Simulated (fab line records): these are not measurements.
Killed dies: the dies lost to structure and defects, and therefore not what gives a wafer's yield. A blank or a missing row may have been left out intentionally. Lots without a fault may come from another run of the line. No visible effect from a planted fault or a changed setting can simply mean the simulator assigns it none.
Chamber matching / flow n5-finfet / N5_BEOL_M0_DEP_125 on pecvd-04: 3 sister chambers
The step deposits SiCN from 3MS/NH3, target thk 8 nm, time 14 s. 3 wafers are shown with their chamber, then 9 later ones without.

== EACH WAFER AND ITS CHAMBER ==
wafer=L090.5; chamber=2; showerhead-plenum-p-Torr (Torr)=3.657
wafer=L091.4; chamber=1; showerhead-plenum-p-Torr (Torr)=3.655
wafer=L091.5; chamber=0; showerhead-plenum-p-Torr (Torr)=3.664

== WAFERS MISSING THEIR CHAMBER ==
wafer=L093.2; showerhead-plenum-p-Torr (Torr)=3.652
wafer=L093.4; showerhead-plenum-p-Torr (Torr)=3.672
wafer=L093.6; showerhead-plenum-p-Torr (Torr)=3.650
wafer=L096.1; showerhead-plenum-p-Torr (Torr)=3.658
wafer=L096.2; showerhead-plenum-p-Torr (Torr)=3.656
wafer=L096.6; showerhead-plenum-p-Torr (Torr)=3.663
wafer=L097.1; showerhead-plenum-p-Torr (Torr)=3.669
wafer=L097.3; showerhead-plenum-p-Torr (Torr)=3.654
wafer=L097.5; showerhead-plenum-p-Torr (Torr)=3.657

== EACH ONE'S CHAMBER ==
wafer=L093.2; from the rows above=can't be placed: 1 or 2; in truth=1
wafer=L093.4; from the rows above=can't be placed: 0 or 2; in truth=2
wafer=L093.6; from the rows above=can't be placed: 1 or 2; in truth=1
wafer=L096.1; from the rows above=can't be placed: 2 or 1 or 0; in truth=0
wafer=L096.2; from the rows above=can't be placed: 2 or 1 or 0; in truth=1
wafer=L096.6; from the rows above=can't be placed: 0 or 2 or 1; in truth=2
wafer=L097.1; from the rows above=can't be placed: 0 or 2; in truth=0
wafer=L097.3; from the rows above=can't be placed: 1 or 2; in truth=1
wafer=L097.5; from the rows above=can't be placed: 2 or 1 or 0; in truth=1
Placed correctly: 0 of 9. Not placeable from these rows: 9 (in 9, the candidates include the true chamber). 0 placed wrongly.
How it was worked out, from the rows above alone: a wafer's distance from a chamber is the root of the sum, over the readings, of the square of ((its reading less the chamber's mean) divided by the reading's scatter). If the next closest chamber is less than 2 further off than the closest, the wafer can't be placed; otherwise it belongs to the closest. A chamber's mean is the mean of its shown wafers. The scatter (one wafer shown for each chamber): square how far every hidden wafer sits from the nearest shown wafer, average those squares and take the square root.
